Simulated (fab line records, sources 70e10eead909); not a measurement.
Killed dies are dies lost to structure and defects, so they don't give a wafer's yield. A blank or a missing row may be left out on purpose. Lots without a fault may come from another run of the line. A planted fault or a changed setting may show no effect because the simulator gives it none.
Chamber matching | flow nand_harc | NHARC_A_WL_FILL_CMP_12 on cmp-03: 4 sister chambers
The step polishes, t overpolish 30 s, target thk 100 nm. 4 wafers are shown with their chamber, then 9 later ones without.

WAFERS WITH THEIR CHAMBER
wafer  | chamber | motor_current_A (A)
L088.4 | 0       | 12.3
L090.3 | 1       | 10.2
L090.4 | 2       | 13.2
L090.5 | 3       | 11.4

WAFERS WITHOUT THEIR CHAMBER
wafer  | motor_current_A (A)
L093.1 | 10.8
L093.2 | 12.6
L093.6 | 11.5
L095.2 | 11.2
L095.3 | 11.4
L095.4 | 13.2
L097.1 | 11.6
L097.5 | 11.3
L097.6 | 12.7

WHICH CHAMBER EACH WENT THROUGH
wafer  | from the rows above     | in truth
L093.1 | can't be placed: 3 or 1 | 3
L093.2 | can't be placed: 0 or 2 | 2
L093.6 | 3                       | 3
L095.2 | 3                       | 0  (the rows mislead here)
L095.3 | 3                       | 3
L095.4 | 2                       | 2
L097.1 | can't be placed: 3 or 0 | 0
L097.5 | 3                       | 3
L097.6 | can't be placed: 0 or 2 | 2
Placed correctly: 4 of 9. Can't be placed from these rows: 4 (the true chamber is among the candidates in 4). Placed wrongly: 1.
How it was worked out, from the rows above alone: a wafer's distance from a chamber is the root of the sum, over the readings, of the square of ((its reading less the chamber's mean) divided by the reading's scatter). The wafer belongs to the nearest chamber; if the next one is less than 2 further off, it can't be placed. A chamber's mean is the mean of its shown wafers. The scatter: with one shown wafer a chamber, the root of the mean of the squares of how far each hidden wafer lies from its nearest shown one.
